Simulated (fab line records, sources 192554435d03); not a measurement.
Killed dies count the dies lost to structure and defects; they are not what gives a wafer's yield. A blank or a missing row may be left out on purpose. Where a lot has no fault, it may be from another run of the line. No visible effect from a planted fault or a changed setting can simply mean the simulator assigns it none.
Comparing a struck lot with a sound one + flow n5-finfet + 15 steps out of a route of 1938
Sound: these wafers, L882.4, L882.5, L882.6. Struck: wafer L887.4; the same lot's L887.1 was not struck, so it is left out; see the end for the cause.
At each step with rows: each side's tool, then ch and its chambers, then its first start. Under that, the readings that differ: sound wafers + struck wafers + difference of the means + sigmas: that difference in standard deviations of wafers without a fault.
alike: readings with means less than 2 such deviations apart, plus words and numbers identical on both sides. not compared: withheld readings, readings lacking a value on some wafer, bounds such as >300 that could conceal the same value, and numbers that have no deviation in the record and whose values overlap.
Wherever a step has rows on one side only, a row that says differs or no value, or a row with sigmas, the two part there. When numbers do not overlap yet have no deviation, they are printed without sigmas and do not part them. A reading that every wafer of one side lacks parts them only if that side has two wafers or more.

first, 7 steps without rows for these wafers: N5_MOL_CONTACT_COAG_COAT_64 (time 60 s, resist thk 10 nm); N5_MOL_CONTACT_COAG_COAT_34 (resist thk 40 nm); N5_MOL_CONTACT_COAG_EBR_36; N5_MOL_CONTACT_COAG_SOFTBAKE_35 (time 60 s); N5_MOL_CONTACT_COAG_EXPOSE_37 (exposes mask VD, defocus 0 nm); N5_MOL_CONTACT_COAG_PEB_38 (peb time 60 s); N5_MOL_CONTACT_COAG_DEVELOP_39 (develop time 30 s).
N5_MOL_CONTACT_COAG_CD_MEAS_40 targets a cd of 25.1 nm.
  sound on cd-sem-01 ch 0, day 7 16:28; struck on cd-sem-02 ch 0, day 9 00:07
| reading    | sound             | struck | difference | sigmas |
|------------|-------------------|--------|------------|--------|
| cd-nm (nm) | 25.31 25.57 25.24 | 24.77  | -0.60      | -3     |
N5_MOL_CONTACT_COAG_OVL_MEAS_41:
  sound on overlay-01 ch 0, day 7 16:31; struck on overlay-01 ch 0, day 9 00:09
  alike: VD_OVL
N5_MOL_CONTACT_COAG_INSPECT_42: inspects for defects (brightfield).
  sound: defect-inspect-02 at day 7 16:33; struck: defect-inspect-01 at day 9 00:13
  alike: raw-defect-count
N5_MOL_CONTACT_COAG_DESCUM_45: chemistry O2, time 7 s.
  sound on rie-diel-05 ch 1,2,3, day 7 16:53; struck on rie-diel-05 ch 2, day 9 00:14
  alike: chamber-pressure-mTorr, drypump-motor-current-A, oes-product-au, rf-vpp-V, showerhead-plenum-p-Torr, throttle-valve-pct
  not compared: rf-hours-counter-h
N5_MOL_CONTACT_COAG_ETCH_65: etches underlayer in N2/H2, target depth 13 nm, time 10.4 s.
  sound on rie-diel-05 ch 1,2,3, day 7 16:55; struck on rie-diel-05 ch 2, day 9 00:17
  alike: chamber-pressure-mTorr, drypump-motor-current-A, etch-rf-on-time-s, oes-product-au, rf-vpp-V, showerhead-plenum-p-Torr, throttle-valve-pct
  not compared: rf-hours-counter-h
N5_MOL_CONTACT_COAG_ETCH_66: etches SiARC in CF4, target depth 13 nm, time 21.7 s.
  sound on rie-diel-05 ch 1,2,3, day 7 16:56; struck on rie-diel-05 ch 2, day 9 00:18
| reading               | sound          | struck | difference | sigmas |
|-----------------------|----------------|--------|------------|--------|
| etch-rf-on-time-s (s) | 21.7 20.7 21.4 | 15.0   | -6.3       | -14    |
  alike: chamber-pressure-mTorr, drypump-motor-current-A, oes-product-au, rf-vpp-V, showerhead-plenum-p-Torr, throttle-valve-pct
  not compared: rf-hours-counter-h
N5_MOL_CONTACT_COAG_ALD_133: deposits SiO2, target thk 5 nm, pulse time 1 s, co reactant pulse time 1 s.
  sound on ald-sin-02 ch 1,2, day 7 17:11; struck on ald-sin-01 ch 1, day 9 00:23
  alike: heater-power-w, precursor-pulse-height-rel
-- the record jumps here: 3 days lie between the struck wafers' starts before and after (it left off in module MOL_CONTACT_COAG and takes up again in module BEOL_M4, whose first step shown is number 1111 of the route) --
N5_BEOL_M4_RC_MEAS_101:
  sound on prober-01 ch 0, day 10 05:58; struck on prober-02 ch 0, day 11 21:59
  alike: DIBL_N, DIBL_P, IOFF_N, IOFF_P, ION_N, ION_P, SS_N, SS_P, VT_N, VT_P

WHERE THEY PART
Earliest at N5_MOL_CONTACT_COAG_CD_MEAS_40; latest, in this record, at N5_MOL_CONTACT_COAG_ETCH_66. Later steps at which nothing parts them and some readings are alike: N5_MOL_CONTACT_COAG_ALD_133, N5_BEOL_M4_RC_MEAS_101.

WHY: what the simulator had put in
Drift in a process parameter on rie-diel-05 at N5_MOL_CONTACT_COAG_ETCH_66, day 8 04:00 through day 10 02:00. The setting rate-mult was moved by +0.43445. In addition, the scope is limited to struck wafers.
